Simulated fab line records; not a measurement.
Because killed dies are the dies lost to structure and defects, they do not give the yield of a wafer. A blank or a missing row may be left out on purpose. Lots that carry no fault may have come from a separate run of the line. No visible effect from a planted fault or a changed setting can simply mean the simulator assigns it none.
Chamber matching || flow n5_finfet || N5_BEOL_M10_CURE_71 on uv_cure-03: 3 sister chambers
The step cures SiCOH lowk, time 240 s. 5 wafers are shown with their chamber, then 8 later ones without.

== WAFERS WITH THEIR CHAMBER ==
{"wafer": "L078.4", "chamber": 0, "lamp_power_pct (%)": 52.33, "wafer_temp_C_max": 386.5}
{"wafer": "L078.5", "chamber": 0, "lamp_power_pct (%)": 52.32, "wafer_temp_C_max": 385.7}
{"wafer": "L090.4", "chamber": 2, "lamp_power_pct (%)": 52.25, "wafer_temp_C_max": 386.1}
{"wafer": "L090.6", "chamber": 2, "lamp_power_pct (%)": 52.42, "wafer_temp_C_max": 385.8}
{"wafer": "L089.1", "chamber": 1, "lamp_power_pct (%)": 52.28, "wafer_temp_C_max": 386.3}

== WAFERS MISSING THEIR CHAMBER ==
{"wafer": "L089.2", "lamp_power_pct (%)": 52.32, "wafer_temp_C_max": 386.9}
{"wafer": "L089.4", "lamp_power_pct (%)": 52.33, "wafer_temp_C_max": 386.4}
{"wafer": "L088.2", "lamp_power_pct (%)": 52.32, "wafer_temp_C_max": 386.0}
{"wafer": "L088.5", "lamp_power_pct (%)": 52.33, "wafer_temp_C_max": 386.8}
{"wafer": "L088.6", "lamp_power_pct (%)": 52.32, "wafer_temp_C_max": 386.2}
{"wafer": "L091.3", "lamp_power_pct (%)": 52.34, "wafer_temp_C_max": 386.2}
{"wafer": "L091.4", "lamp_power_pct (%)": 52.28, "wafer_temp_C_max": 386.5}
{"wafer": "L091.5", "lamp_power_pct (%)": 52.37, "wafer_temp_C_max": 386.0}

== THE CHAMBER EACH PASSED THROUGH ==
{"wafer": "L089.2", "from the rows above": "can't be placed: 1 or 0 or 2", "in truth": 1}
{"wafer": "L089.4", "from the rows above": "can't be placed: 1 or 0 or 2", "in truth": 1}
{"wafer": "L088.2", "from the rows above": "can't be placed: 2 or 0 or 1", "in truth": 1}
{"wafer": "L088.5", "from the rows above": "can't be placed: 1 or 0 or 2", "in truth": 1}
{"wafer": "L088.6", "from the rows above": "can't be placed: 0 or 1 or 2", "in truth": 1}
{"wafer": "L091.3", "from the rows above": "can't be placed: 0 or 2 or 1", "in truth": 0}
{"wafer": "L091.4", "from the rows above": "can't be placed: 1 or 0 or 2", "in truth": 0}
{"wafer": "L091.5", "from the rows above": "can't be placed: 2 or 0 or 1", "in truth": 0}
Correct placement for 0 of the 8. Not placeable from these rows: 8 (in 8, the candidates include the true chamber). Number placed wrongly: 0.
How it was worked out, from the rows above alone: a wafer's distance from a chamber is the root of the sum, over the readings, of the square of ((its reading less the chamber's mean) divided by the reading's scatter). The wafer belongs to the nearest chamber; if the next one is less than 2 further off, it can't be placed. The mean given for a chamber averages the wafers shown for that chamber. How the scatter is found: for the shown wafers, subtract from each reading the mean of its chamber, square and add these, divide the total by (wafers less chambers), then take the root.
